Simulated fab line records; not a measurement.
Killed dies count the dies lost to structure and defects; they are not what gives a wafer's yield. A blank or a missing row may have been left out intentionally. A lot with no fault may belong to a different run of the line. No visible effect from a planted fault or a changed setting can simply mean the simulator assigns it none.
A single fault, viewed from 2 desks | flow n5-finfet | each desk has only its own numbers; what lay behind them comes last

## DESK OF THE TOOL OWNER: ald-sin-03
The tool's own readings at N5_BEOL_M0_SAQP_ALD_48 (deposits SiO2, target thk 20 nm, pulse time 1 s, co reactant pulse time 1 s): means of the sampled wafers that have a number, for each lot that ran on this tool. Any lot whose mean is over 4 standard deviations away from the usual mean is out of limits and marked OUT; that distance is given in the brackets.
Columns: A = heater-power-w at N5_BEOL_M0_SAQP_ALD_48, usual 79 W; B = precursor-pulse-height-rel at N5_BEOL_M0_SAQP_ALD_48, usual 0.999
lot  | first seen here | A  | B
L225 | day 7 21:13     | 76 | 0.986
L226 | day 8 00:48     | 83 | 1.017
L238 | day 11 00:43    | 77 | 1.001
Result from this desk: across the 3 lots, nothing is out of limits.

## METROLOGY DESK
What the gauges read for every lot (on any tool): the sampled wafers with a number, averaged. Any lot whose mean is over 4 standard deviations away from the usual mean is out of limits and marked OUT; that distance is given in the brackets. Of its 11 readings 7 are shown: those that lie furthest out on some lot.
Columns: A = cd-nm at N5_BEOL_M0_SAQP_CD_MEAS_29, usual 15.04 nm; B = DIBL_N at N5_BEOL_M4_RC_MEAS_101, usual 36.4 mV/V; C = DIBL_P at N5_BEOL_M4_RC_MEAS_101, usual 36.3 mV/V; D = IOFF_P at N5_BEOL_M4_RC_MEAS_101, usual 0.21 nA/um; E = ION_N at N5_BEOL_M4_RC_MEAS_101, usual 673 uA/um; F = ION_P at N5_BEOL_M4_RC_MEAS_101, usual 461 uA/um; G = VT_P at N5_BEOL_M4_RC_MEAS_101, usual -250 mV
lot  | first seen here | A     | B    | C    | D    | E   | F   | G
L218 | day 5 19:56     | 14.93 | 37.2 | 37.5 | 0.22 | 675 | 458 | -249
L221 | day 6 13:52     | 14.98 | 36.4 | 36.1 | 0.24 | 665 | 466 | -246
L225 | day 7 19:47     | 14.78 | 35.5 | 36.6 | 0.23 | 664 | 462 | -249
L226 | day 8 00:05     | 15.05 | 35.1 | 35.1 | 0.19 | 654 | 449 | -252
L235 | day 10 01:10    | 14.93 | 36.0 | 35.4 | 0.18 | 668 | 455 | -255
L237 | day 10 12:43    | 14.85 | 38.9 | 38.1 | 0.25 | 672 | 463 | -246
L238 | day 11 00:01    | 15.07 | 35.4 | 35.0 | 0.20 | 664 | 457 | -249
L239 | day 11 05:59    | 15.03 | 35.2 | 31.6 | 0.15 | 668 | 450 | -257
L240 | day 11 14:07    | 15.45 | 38.1 | 36.0 | 0.25 | 674 | 463 | -245
Result from this desk: across the 9 lots, nothing is out of limits.

## BROUGHT TOGETHER
The tool owner's desk saw nothing out of limits.
Nothing out of limits was seen by the metrology desk.

## WHAT THE SIMULATOR PUT IN
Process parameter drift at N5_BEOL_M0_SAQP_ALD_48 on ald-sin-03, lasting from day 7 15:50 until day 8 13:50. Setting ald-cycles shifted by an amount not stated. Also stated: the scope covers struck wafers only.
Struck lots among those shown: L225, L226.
